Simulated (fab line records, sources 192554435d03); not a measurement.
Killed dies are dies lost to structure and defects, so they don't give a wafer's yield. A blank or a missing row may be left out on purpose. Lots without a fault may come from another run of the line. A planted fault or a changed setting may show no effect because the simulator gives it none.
Chamber matching | flow n5_finfet | N5_DUMMY_GATE_HM_OPEN_21 on rie_diel-04: 4 sister chambers
The step chemistry CH3F/O2, target SiNx, target depth 120 nm, time 171.4 s. 4 wafers are shown with their chamber, then 12 later ones without.

WAFERS WITH THEIR CHAMBER
wafer  | chamber | drypump_motor_current_A (A)
L085.2 | 0       | 5.1
L089.4 | 1       | 5.0
L089.5 | 3       | 6.1
L089.6 | 2       | 6.3

WAFERS WITHOUT THEIR CHAMBER
wafer  | drypump_motor_current_A (A)
L093.2 | 5.1
L093.4 | 6.2
L093.6 | 6.3
L094.1 | 5.1
L094.2 | 6.1
L094.6 | 6.1
L096.1 | 6.0
L096.2 | 6.2
L096.6 | 5.1
L097.1 | 6.1
L097.3 | 6.3
L097.5 | 6.3

WHICH CHAMBER EACH WENT THROUGH
wafer  | from the rows above     | in truth
L093.2 | 0                       | 0
L093.4 | can't be placed: 2 or 3 | 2
L093.6 | 2                       | 2
L094.1 | 0                       | 0
L094.2 | 3                       | 3
L094.6 | 3                       | 3
L096.1 | 3                       | 3
L096.2 | can't be placed: 2 or 3 | 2
L096.6 | 0                       | 0
L097.1 | 3                       | 3
L097.3 | 2                       | 2
L097.5 | 2                       | 2
Placed correctly: 10 of 12. Can't be placed from these rows: 2 (the true chamber is among the candidates in 2). Placed wrongly: 0.
How it was worked out, from the rows above alone: a wafer's distance from a chamber is the root of the sum, over the readings, of the square of ((its reading less the chamber's mean) divided by the reading's scatter). The wafer belongs to the nearest chamber; if the next one is less than 2 further off, it can't be placed. A chamber's mean is the mean of its shown wafers. The scatter: with one shown wafer a chamber, the root of the mean of the squares of how far each hidden wafer lies from its nearest shown one.
